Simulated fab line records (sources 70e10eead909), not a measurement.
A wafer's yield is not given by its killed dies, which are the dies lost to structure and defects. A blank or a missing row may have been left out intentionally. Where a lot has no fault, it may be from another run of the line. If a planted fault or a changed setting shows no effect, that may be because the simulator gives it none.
fab line records	flow nand-harc	part 1 of 2: steps 1 to 23 of 35
[record] lots = 5	wafers = 15	last-day = 24
route steps=1159 shown P_M2@328 P_BONDPAD@351
lots with no fault: from the same line, run without faults
start-h: the number of hours between the record's first day and the start of the first shown wafer of the lot	wait-h: hours since the lot's step before	" repeats the value in the row above	L1.1+2: one row covering several wafers at once	- value missing, or start not given	* or withheld: withheld	< > ~ a bound
route shown NAME@n: names a module that has steps shown in the file, with the first one's number in the route	usual: mean/standard deviation of fault-free wafers	same: alike in all rows	chamber/n: place in a boat	sites: per-site readings	_std_site: how widely they spread, as a standard deviation	_edge_site: outer sites' mean less inner sites'	radius-mm: how far each site lies from the wafer's centre	mask NAME#n: copy n	behind: the last tool/chamber to shape the wafer	hold: what put the lot on hold/how long, in hours/how the hold closed	device: which transistor (n, p or np) failed to switch	end of line: at the end of the route, the tests of the same wafers	a step given without rows: its recipe and nothing more	killed: not the wafer's yield, but the dies lost to structure and defects at the first sort	map: a wafer's dies, x killed, . not, _ none there
set.NAME: the run value of the setting; set.NAME@STEP: its run value at that earlier step	model.NAME: the simulator's own value behind a step, which no gauge read
lots at selected steps of the route; one table per step, one row per wafer
services: a tool's chamber out of use, with start hour (start-h, from the record's first day; less than 0 if before it), hours out, and reason
[[steps]]
[step NHARC_P_M2_CD_MEAS_09]
[recipe] target-cd-nm = 170	landing-energy-ev = 500
[usual] cd-nm = 169.9/0.98
lot.wafer	tool	chamber	start-h	wait-h	cd-nm
L076.1	cd-sem-01	0	148.07	-	172.0
L076.4	"	0	"	"	171.3
L076.5	"	0	"	"	170.1
L082.1	cd-sem-03	0	167.02	-	169.0
L082.3	"	0	"	"	169.6
L082.4	"	0	"	"	168.4
L084.1	cd-sem-03	0	187.60	-	169.1
L084.2	"	0	"	"	169.1
L084.6	"	0	"	"	168.1
L096.2	cd-sem-01	0	257.41	-	170.9
L096.3	"	0	"	"	169.9
L096.5	"	0	"	"	169.7
L095.1	cd-sem-01	0	258.92	-	169.6
L095.2	"	0	"	"	169.3
L095.5	"	0	"	"	171.0
[step NHARC_P_M2_OVL_MEAS_10]
[recipe] pitch-nm = 340
[usual] overlay-x-nm = -0.1/0.97	overlay-y-nm = 0.0/0.62
lot.wafer	tool	chamber	start-h	wait-h	overlay-x-nm	overlay-y-nm
L076.1	overlay-01	-	148.16	-	0.0	0.4
L076.4	"	-	"	"	-0.4	0.1
L076.5	"	-	"	"	-0.6	0.1
L082.1	overlay-02	-	167.11	-	-0.8	-0.1
L082.3	"	-	"	"	-0.8	0.1
L082.4	"	-	"	"	-1.0	-0.1
L084.1	overlay-02	-	187.69	-	-1.1	-1.1
L084.2	"	-	"	"	-0.8	-1.4
L084.6	"	-	"	"	-0.2	-1.6
L096.2	overlay-02	-	257.50	-	0.6	-0.9
L096.3	"	-	"	"	0.2	-0.5
L096.5	"	-	"	"	0.3	-0.3
L095.1	overlay-01	-	259.01	-	1.0	0.8
L095.2	"	-	"	"	1.4	0.3
L095.5	"	-	"	"	1.5	0.5
[step NHARC_P_M2_INSPECT_11]
[usual] raw-defect-count = 3.5/2
lot.wafer	tool	chamber	start-h	wait-h	raw-defect-count
L076.1	defect-inspect-01	-	148.20	0.0	2
L076.4	"	-	"	"	3
L076.5	"	-	"	"	2
L082.1	defect-inspect-01	-	167.14	0.0	2
L082.3	"	-	"	"	3
L082.4	"	-	"	"	2
L084.1	defect-inspect-02	-	187.72	0.0	3
L084.2	"	-	"	"	4
L084.6	"	-	"	"	4
L096.2	defect-inspect-02	-	257.53	0.0	1
L096.3	"	-	"	"	3
L096.5	"	-	"	"	5
L095.1	defect-inspect-01	-	259.04	0.0	1
L095.2	"	-	"	"	1
L095.5	"	-	"	"	3
[step NHARC_P_M2_DESCUM_14]
[recipe] time-s = 3	o2-flow-sccm = 200	ar-flow-sccm = 0	bias-power-w = 0	chemistry = O2
[usual] drypump-motor-current-A = 5.7/0.42	oes-product-au = 1.005/0.015	rf-vpp-V = 57.7/0.93	showerhead-plenum-p-Torr = 1.89/0.09	throttle-valve-pct = 11.311/0.0088
lot.wafer	tool	chamber	start-h	wait-h	drypump-motor-current-A	oes-product-au	rf-hours-counter-h	rf-vpp-V	showerhead-plenum-p-Torr	throttle-valve-pct
L076.4	rie-diel-12	1	148.27	0.1	5.9	0.994	36	58.1	1.86	11.302
L076.1	"	3	"	"	5.3	0.990	39	57.5	1.97	11.305
L076.5	"	1	"	"	5.9	0.978	-	57.8	1.86	11.316
L082.3	rie-diel-10	0	167.21	0.1	5.3	0.987	30	58.1	1.98	11.301
L082.4	"	1	"	"	6.7	1.014	33	58.4	1.88	11.313
L082.1	"	3	"	"	5.5	0.995	32	57.6	1.82	11.309
L084.1	rie-diel-01	3	187.78	0.1	5.8	1.007	2	57.3	1.79	11.312
L084.2	"	2	"	"	5.9	0.998	2	59.8	2.03	11.302
L084.6	"	3	"	"	5.8	1.013	-	58.2	1.79	11.314
L096.3	rie-diel-01	1	257.59	0.1	6.1	0.997	4	57.7	1.96	11.306
L096.2	"	0	"	"	5.3	1.009	4	57.3	1.85	11.315
L096.5	"	1	"	"	6.1	0.988	-	57.3	1.96	11.312
L095.2	rie-diel-01	1	259.11	0.1	6.1	1.002	4	58.4	1.96	11.314
L095.1	"	0	"	"	5.3	1.013	4	57.3	1.85	11.321
L095.5	"	1	"	"	6.1	0.992	-	59.1	1.96	11.307
[step NHARC_P_M2_ETCH_35]
[recipe] target-depth-a = 400	overetch-a = 120	time-s = 43.94	ion-energy-ev = 200	n2-flow-sccm = 150	h2-flow-sccm = 150	ar-flow-sccm = 0	rf-w = 400	bias-w = 150	chemistry = N2/H2
[usual] drypump-motor-current-A = 5.7/0.4	oes-product-au = 1.003/0.015	rf-vpp-V = 430/3	showerhead-plenum-p-Torr = 2.02/0.1	throttle-valve-pct = 14.172/0.0095
lot.wafer	tool	chamber	start-h	wait-h	drypump-motor-current-A	oes-product-au	rf-hours-counter-h	rf-vpp-V	showerhead-plenum-p-Torr	throttle-valve-pct
L076.1	rie-diel-12	2	148.35	0.1	6.1	0.974	37	434	2.17	14.164
L076.4	"	3	"	"	5.3	0.995	39	432	2.10	14.168
L076.5	"	2	"	"	6.1	0.972	-	435	2.17	14.180
L082.4	rie-diel-10	2	167.29	0.1	5.3	1.026	33	426	1.90	14.168
L082.1	"	3	"	"	5.5	0.991	32	426	1.94	14.174
L082.3	"	0	"	"	5.3	0.994	30	434	2.11	14.165
L084.2	rie-diel-01	0	187.87	0.1	5.3	1.012	2	432	1.97	14.160
L084.1	"	1	"	"	6.1	0.996	2	431	2.10	14.167
L084.6	"	0	"	"	5.3	1.018	-	429	1.97	14.169
L096.2	rie-diel-01	0	257.68	0.1	5.3	1.009	4	429	1.97	14.175
L096.3	"	1	"	"	6.1	0.994	4	434	2.10	14.200
L096.5	"	1	"	"	6.1	0.994	-	432	2.10	14.156
L095.1	rie-diel-01	3	259.20	0.1	5.7	1.017	4	427	1.90	14.155
L095.2	"	1	"	"	6.1	1.006	4	432	2.09	14.153
L095.5	"	3	"	"	5.8	1.015	-	425	1.90	14.181
[step NHARC_P_M2_ETCH_15]
[recipe] target-depth-a = 1825	time-s = 91.2	c4f8-flow-sccm = withheld	ar-flow-sccm = 400	rf-w = 600	bias-w = 300	chemistry = C4F8/Ar
[usual] oes-product-au = 0.953/0.022	rf-vpp-V = 440.2/2.9
lot.wafer	tool	chamber	start-h	wait-h	oes-product-au	rf-hours-counter-h	rf-vpp-V
L076.1	rie-diel-12	0	-	-	0.945	37	444.2
L076.4	"	2	"	"	0.947	37	444.0
L076.5	"	1	"	"	0.949	-	437.8
L082.3	rie-diel-10	3	-	-	0.924	32	437.0
L082.1	"	0	"	"	0.918	30	442.5
L082.4	"	1	"	"	0.943	33	440.7
L084.1	rie-diel-01	1	-	-	0.975	2	442.0
L084.2	"	3	"	"	0.959	2	436.0
L084.6	"	1	"	"	0.972	-	441.3
L096.2	rie-diel-01	0	-	-	0.995	4	439.1
L096.3	"	1	"	"	0.958	4	444.5
L096.5	"	3	"	"	0.985	-	436.4
L095.1	rie-diel-01	3	-	-	0.937	4	436.5
L095.2	"	0	"	"	0.937	4	438.3
L095.5	"	1	"	"	0.921	-	442.7
[step NHARC_P_M2_CD_MEAS_16]
[usual] cd-nm = 169.9/1.3
lot.wafer	tool	chamber	start-h	wait-h	cd-nm
L076.1	cd-sem-01	-	148.73	-	171.8
L076.4	"	-	"	"	171.1
L076.5	"	-	"	"	169.4
L082.1	cd-sem-01	-	167.52	-	167.6
L082.3	"	-	"	"	169.8
L082.4	"	-	"	"	168.4
L084.1	cd-sem-01	-	188.09	-	169.6
L084.2	"	-	"	"	170.5
L084.6	"	-	"	"	168.8
L096.2	cd-sem-03	-	257.90	-	171.1
L096.3	"	-	"	"	169.1
L096.5	"	-	"	"	169.6
L095.1	cd-sem-01	-	259.41	-	169.5
L095.2	"	-	"	"	168.7
L095.5	"	-	"	"	170.3
[step NHARC_P_M2_STRIP_18]
[recipe] power-w = 1000	n2-flow-sccm = 150	h2-flow-sccm = 150	ar-flow-sccm = 0	bias-w = 0	chemistry = N2/H2
[usual] drypump-motor-current-A = 5.7/0.43	oes-product-au = 1.005/0.017	rf-vpp-V = 90.5/0.98	showerhead-plenum-p-Torr = 2.02/0.1	throttle-valve-pct = 14.172/0.0091
lot.wafer	tool	chamber	start-h	wait-h	drypump-motor-current-A	oes-product-au	rf-hours-counter-h	rf-vpp-V	showerhead-plenum-p-Torr	throttle-valve-pct
L076.1	rie-diel-01	2	148.81	0.1	5.9	0.992	0	92.6	2.17	14.167
L076.4	"	3	"	"	5.7	1.007	0	89.1	1.90	14.167
L076.5	"	2	"	"	5.8	0.992	-	91.1	2.17	14.185
L082.1	rie-diel-12	2	167.59	0.1	6.1	0.982	47	89.7	2.16	14.160
L082.4	"	0	"	"	5.6	0.967	45	91.8	2.11	14.173
L082.3	"	1	"	"	5.9	0.988	45	92.7	1.98	14.176
L084.1	rie-diel-10	3	188.23	0.1	5.5	0.978	0	91.6	1.94	14.168
L084.2	"	0	"	"	5.3	0.994	1	89.8	2.11	14.195
L084.6	"	0	"	"	5.3	0.992	-	90.0	2.11	14.183
L096.2	rie-diel-10	0	258.00	0.1	5.3	1.005	14	90.8	2.11	14.154
L096.3	"	1	"	"	6.7	1.040	14	89.6	2.00	14.176
L096.5	"	0	"	"	5.3	1.011	-	90.3	2.11	14.181
L095.1	rie-diel-01	0	259.54	0.1	5.3	1.021	4	89.5	1.97	14.166
L095.2	"	1	"	"	6.1	1.002	4	90.0	2.10	14.183
L095.5	"	3	"	"	5.7	1.020	-	89.4	1.90	14.178
[step NHARC_P_M2_ETCH_28]
[recipe] target-depth-a = 300	over-etch-frac = 0.3	time-s = 72.99	ion-energy-ev = 150	cf4-flow-sccm = 50	n2-flow-sccm = 100	ar-flow-sccm = 150	rf-w = 300	bias-w = 100	chemistry = CF4/N2
[usual] drypump-motor-current-A = 5.7/0.44	oes-product-au = 1.004/0.017	rf-vpp-V = 313.7/2.1	showerhead-plenum-p-Torr = 2.60/0.11	throttle-valve-pct = 19.794/0.0099
lot.wafer	tool	chamber	start-h	wait-h	drypump-motor-current-A	oes-product-au	rf-hours-counter-h	rf-vpp-V	showerhead-plenum-p-Torr	throttle-valve-pct
L076.1	rie-diel-01	1	-	-	6.1	1.015	0	317.1	2.69	19.792
L076.4	"	3	"	"	5.7	1.015	0	312.7	2.46	19.784
L076.5	"	0	"	"	5.3	1.019	-	313.0	2.55	19.785
L082.3	rie-diel-12	1	-	-	5.9	0.990	45	311.2	2.55	19.795
L082.1	"	2	"	"	6.1	0.974	47	316.6	2.77	19.798
L082.4	"	3	"	"	5.3	0.994	48	314.6	2.69	19.791
L084.2	rie-diel-10	2	-	-	5.4	1.028	1	310.2	2.46	19.802
L084.1	"	0	"	"	5.3	1.001	1	315.7	2.71	19.798
L084.6	"	2	"	"	5.3	1.015	-	311.7	2.46	19.798
L096.2	rie-diel-10	2	-	-	5.3	1.017	15	310.9	2.45	19.784
L096.3	"	3	"	"	5.5	0.988	16	311.1	2.50	19.800
L096.5	"	0	"	"	5.3	0.998	-	315.4	2.70	19.782
L095.2	rie-diel-01	1	-	-	6.1	0.998	4	313.9	2.69	19.781
L095.1	"	0	"	"	5.3	1.010	4	312.6	2.55	19.803
L095.5	"	2	"	"	5.9	1.002	-	315.5	2.78	19.799
[step NHARC_P_M2_STRIP_19]
[recipe] time-s = 600	temp-c = 30	chemistry = post-etch-residue-remover
lot.wafer	tool	chamber	start-h	wait-h
L076.4+1+5	wet-bench-08	6,0,1	149.18	-
L082.4+3+1	wet-bench-08	2,3,4	167.98	-
L084.6+1+2	wet-bench-10	5,6,7	189.00	-
L096.3+2+5	wet-bench-10	4,5,7	258.35	-
L095.2+5+1	wet-bench-10	7,2,4	259.85	-
[step NHARC_P_M2_DEGAS_29]
[recipe] temp-c = 250	time-s = 60
[usual] heater-power-w = 346/38	susceptor-temp-C = 249.99/0.18
lot.wafer	tool	chamber	start-h	wait-h	heater-power-w	susceptor-temp-C
L076.4	pvd-sputter-03	-	149.45	-	329	249.84
L076.1	"	-	"	"	386	250.12
L076.5	"	-	"	"	321	249.86
L082.4	pvd-sputter-02	-	168.24	-	320	-
L082.1	"	-	"	"	318	-
L082.3	"	-	"	"	355	-
L084.1	pvd-sputter-01	-	189.26	-	321	250.14
L084.2	"	-	"	"	436	249.88
L084.6	"	-	"	"	378	250.40
L096.3	pvd-sputter-03	-	258.64	-	391	249.85
L096.2	"	-	"	"	346	249.83
L096.5	"	-	"	"	358	250.24
L095.2	pvd-sputter-01	-	260.13	-	432	250.10
L095.1	"	-	"	"	327	249.73
L095.5	"	-	"	"	381	249.81
[step NHARC_P_M2_PRE_CLEAN_30]
[recipe] time-s = 30	temp-c = 280	gas = H2/He
[usual] heater-power-w = 425/48	susceptor-temp-C = 279.99/0.18
lot.wafer	tool	chamber	start-h	wait-h	heater-power-w	susceptor-temp-C
L076.1	pvd-sputter-03	-	-	-	477	280.04
L076.4	"	-	"	"	408	279.94
L076.5	"	-	"	"	426	279.77
L082.4	pvd-sputter-02	-	-	-	387	280.16
L082.3	"	-	"	"	409	280.00
L082.1	"	-	"	"	441	279.68
L084.2	pvd-sputter-01	-	-	-	457	280.32
L084.1	"	-	"	"	363	280.00
L084.6	"	-	"	"	456	280.33
L096.2	pvd-sputter-03	-	-	-	472	280.02
L096.3	"	-	"	"	437	280.01
L096.5	"	-	"	"	465	280.05
L095.1	pvd-sputter-01	-	-	-	462	280.02
L095.2	"	-	"	"	370	279.91
L095.5	"	-	"	"	383	280.26
[step NHARC_P_M2_PVD_20]
[recipe] target-thk-a = 50	bias-v = 168.6	power-w = 15000	chamber-pressure-pa = 0.12	time-s = 8.06	substrate-temp-c = 50	material = TaN
[usual] throttle-valve-pct = 30.1/0.92
lot.wafer	tool	chamber	start-h	wait-h	throttle-valve-pct
L076.4	pvd-sputter-03	-	-	-	29.4
L076.1	"	-	"	"	30.5
L076.5	"	-	"	"	29.2
L082.4	pvd-sputter-02	-	-	-	29.7
L082.1	"	-	"	"	28.9
L082.3	"	-	"	"	29.8
L084.1	pvd-sputter-01	-	-	-	29.9
L084.2	"	-	"	"	29.6
L084.6	"	-	"	"	29.6
L096.3	pvd-sputter-03	-	-	-	30.5
L096.2	"	-	"	"	30.3
L096.5	"	-	"	"	30.5
L095.1	pvd-sputter-01	-	-	-	32.3
L095.2	"	-	"	"	29.8
L095.5	"	-	"	"	29.4
[step NHARC_P_M2_PVD_21]
[recipe] target-thk-a = 300	chamber-pressure-pa = 5	power-w = 5000	substrate-temp-c = 30	time-s = 20.49	material = Cu
[usual] throttle-valve-pct = 30.1/0.93
lot.wafer	tool	chamber	start-h	wait-h	throttle-valve-pct
L076.4	pvd-sputter-03	-	-	-	29.2
L076.1	"	-	"	"	29.2
L076.5	"	-	"	"	30.5
L082.4	pvd-sputter-02	-	-	-	29.8
L082.1	"	-	"	"	28.8
L082.3	"	-	"	"	29.9
L084.1	pvd-sputter-01	-	-	-	29.5
L084.2	"	-	"	"	29.6
L084.6	"	-	"	"	32.3
L096.3	pvd-sputter-03	-	-	-	30.2
L096.2	"	-	"	"	30.4
L096.5	"	-	"	"	30.4
L095.1	pvd-sputter-01	-	-	-	29.6
L095.2	"	-	"	"	30.0
L095.5	"	-	"	"	32.5
[step NHARC_P_M2_ECD_22]
[recipe] target-thk-a = 4000	bath-temp-c = 25	material = Cu
lot.wafer	tool	chamber	start-h	wait-h
L076.1+4+5	ecd-cu-01	1	149.81	-
L082.1+4+3	ecd-cu-01	1,0,1	168.65	-
L084.1+2+6	ecd-cu-01	1,0,0	189.62	-
L096.2+3+5	ecd-cu-01	1,1,0	259.01	-
L095.1+2+5	ecd-cu-02	1,0,1	260.48	-
[step NHARC_P_M2_ANNEAL_31]
[recipe] temp-c = 225	time-s = 90
[usual] wafer_temp_C_max = 225.92/0.28
lot.wafer	tool	chamber	start-h	wait-h	wafer_temp_C_max
L076.1	rtp-anneal-02	0	150.19	0.3	225.83
L076.4	"	0	"	"	225.88
L076.5	"	0	"	"	225.61
L082.1	rtp-anneal-02	0	169.14	0.4	225.74
L082.3	"	0	"	"	225.53
L082.4	"	0	"	"	225.64
L084.1	rtp-anneal-02	0	190.00	0.3	226.12
L084.2	"	0	"	"	226.19
L084.6	"	0	"	"	225.76
L096.2	rtp-anneal-02	0	259.44	0.4	225.46
L096.3	"	0	"	"	225.63
L096.5	"	0	"	"	225.54
L095.1	rtp-anneal-01	0	260.86	-	226.06
L095.2	"	0	"	"	225.91
L095.5	"	0	"	"	225.70
[step NHARC_P_M2_CMP_23]
[recipe] t-overpolish-s = 20	target-thk-nm = 144.3
[usual] motor-current-A = 12.0/1	slurry-filter-dp-kPa = 13.50/0.13	time-to-endpoint-s = 29.6/3
lot.wafer	tool	chamber	start-h	wait-h	motor-current-A	slurry-filter-dp-kPa	time-to-endpoint-s
L076.1	cmp-03	2	150.53	-	13.8	13.61	26.4
L076.4	"	0	"	"	11.5	13.27	27.8
L076.5	"	3	"	"	11.3	13.49	29.7
L082.1	cmp-03	0	169.49	-	11.0	13.36	30.3
L082.4	"	2	"	"	13.6	13.40	27.4
L082.3	"	3	"	"	12.5	13.60	28.4
L084.2	cmp-01	3	190.35	-	11.0	13.32	30.9
L084.1	"	1	"	"	11.6	13.55	31.5
L084.6	"	0	"	"	11.6	13.50	32.3
L096.2	cmp-02	1	259.79	-	12.1	13.67	32.4
L096.3	"	2	"	"	10.4	13.67	33.5
L096.5	"	3	"	"	12.7	13.74	33.8
L095.2	cmp-03	0	261.33	-	10.7	13.37	29.7
L095.1	"	1	"	"	12.7	13.52	25.1
L095.5	"	1	"	"	12.3	13.75	25.0
[step NHARC_P_M2_THK_MEAS_24]
[recipe] thk-meas-gauge = xrf
[usual] thk-nm = 144.5/1.7
lot.wafer	tool	chamber	start-h	wait-h	thk-nm
L076.1	film-metro-01	-	150.85	-	142.3
L076.4	"	-	"	"	142.0
L076.5	"	-	"	"	143.8
L082.1	film-metro-02	-	169.81	-	142.4
L082.3	"	-	"	"	142.0
L082.4	"	-	"	"	142.4
L084.1	film-metro-02	-	190.67	-	146.0
L084.2	"	-	"	"	144.6
L084.6	"	-	"	"	145.7
L096.2	film-metro-01	-	260.05	-	144.3
L096.3	"	-	"	"	145.5
L096.5	"	-	"	"	147.8
L095.1	film-metro-01	-	261.64	-	143.3
L095.2	"	-	"	"	143.7
L095.5	"	-	"	"	142.1
[step NHARC_P_M2_SRD_25]
lot.wafer	tool	chamber	start-h	wait-h
L076.5+4+1	wet-bench-08	6,0,1	150.90	0.0
L082.3+1+4	wet-bench-08	7,1,3	169.85	0.0
L084.2+6+1	wet-bench-08	5,7,1	190.72	0.0
L096.3+5+2	wet-bench-10	5,6,0	260.09	0.0
L095.5+1+2	wet-bench-10	2,4,6	261.69	0.0
[step NHARC_P_M2_INSPECT_27]
[usual] raw-defect-count = 383/140
lot.wafer	tool	chamber	start-h	wait-h	raw-defect-count
L076.1	defect-inspect-01	-	151.00	0.0	270
L076.4	"	-	"	"	312
L076.5	"	-	"	"	258
L082.1	defect-inspect-01	-	169.96	0.0	311
L082.3	"	-	"	"	504
L082.4	"	-	"	"	218
L084.1	defect-inspect-02	-	190.83	0.0	311
L084.2	"	-	"	"	372
L084.6	"	-	"	"	410
L096.2	defect-inspect-02	-	260.20	0.0	335
L096.3	"	-	"	"	403
L096.5	"	-	"	"	579
L095.1	defect-inspect-01	-	261.80	0.0	361
L095.2	"	-	"	"	476
L095.5	"	-	"	"	272
[step NHARC_P_M2_PRE_CLEAN_32]
[recipe] time-s = 12	temp-c = 370	rf-power-w = 300	gas = NH3
[usual] heater-power-w = 623/66	susceptor-temp-C = 370.01/0.2
lot.wafer	tool	chamber	start-h	wait-h	heater-power-w	susceptor-temp-C
L076.1	pecvd-02	0	151.08	0.1	572	370.13
L076.4	"	2	"	"	575	370.39
L076.5	"	0	"	"	577	370.01
L082.3	pecvd-04	1	170.04	0.1	673	370.07
L082.1	"	2	"	"	574	369.99
L082.4	"	1	"	"	689	369.94
L084.1	pecvd-04	0	190.90	0.1	621	370.22
L084.2	"	2	"	"	607	369.99
L084.6	"	0	"	"	630	370.50
L096.3	pecvd-02	0	260.27	0.1	492	370.00
L096.2	"	2	"	"	551	370.13
L096.5	"	1	"	"	641	369.70
L095.2	pecvd-02	0	261.88	0.1	589	370.02
L095.1	"	1	"	"	644	370.21
L095.5	"	0	"	"	595	369.96
[step NHARC_P_M2_DEP_33]
[recipe] target-thk-a = 300	temp-c = 370	target-thk-nm = 30	pressure-torr = 3	flow-sccm = 200	rf-w = 450	material = SiCN
[usual] heater-power-w = 565/59	susceptor-temp-C = 370.02/0.21
lot.wafer	tool	chamber	start-h	wait-h	heater-power-w	susceptor-temp-C
L076.1	pecvd-02	0	151.19	0.1	519	369.58
L076.4	"	2	"	"	550	370.03
L076.5	"	0	"	"	519	370.13
L082.3	pecvd-04	1	170.15	0.1	519	370.01
L082.1	"	2	"	"	559	369.65
L082.4	"	1	"	"	524	369.85
L084.1	pecvd-04	0	190.97	0.1	594	369.78
L084.2	"	2	"	"	463	370.02
L084.6	"	0	"	"	597	369.90
L096.3	pecvd-02	0	260.35	0.1	504	369.55
L096.2	"	2	"	"	512	370.19
L096.5	"	1	"	"	493	370.25
L095.2	pecvd-02	0	261.99	0.1	512	370.33
L095.1	"	1	"	"	604	369.82
L095.5	"	0	"	"	522	369.86
[step NHARC_P_BONDPAD_DEP_00]
[recipe] target-thk-a = 2500	temp-c = 370	target-thk-nm = 250	pressure-torr = 3	flow-sccm = 200	rf-w = 450	material = SiCN
[usual] heater-power-w = 570/64	susceptor-temp-C = 370.05/0.23
lot.wafer	tool	chamber	start-h	wait-h	heater-power-w	susceptor-temp-C
L076.1	pecvd-04	0	151.64	-	694	369.57
L076.4	"	1	"	"	574	369.83
L076.5	"	2	"	"	567	369.93
L082.3	pecvd-02	2	170.57	-	611	370.13
L082.1	"	0	"	"	537	370.05
L082.4	"	2	"	"	484	370.19
L084.2	pecvd-04	1	-	-	624	370.27
L084.1	"	2	"	"	457	370.50
L084.6	"	0	"	"	620	369.93
L096.2	pecvd-02	1	-	-	605	369.62
L096.3	"	2	"	"	485	369.85
L096.5	"	2	"	"	500	369.97
L095.2	pecvd-02	2	-	-	507	369.80
L095.1	"	0	"	"	530	369.75
L095.5	"	0	"	"	525	369.77
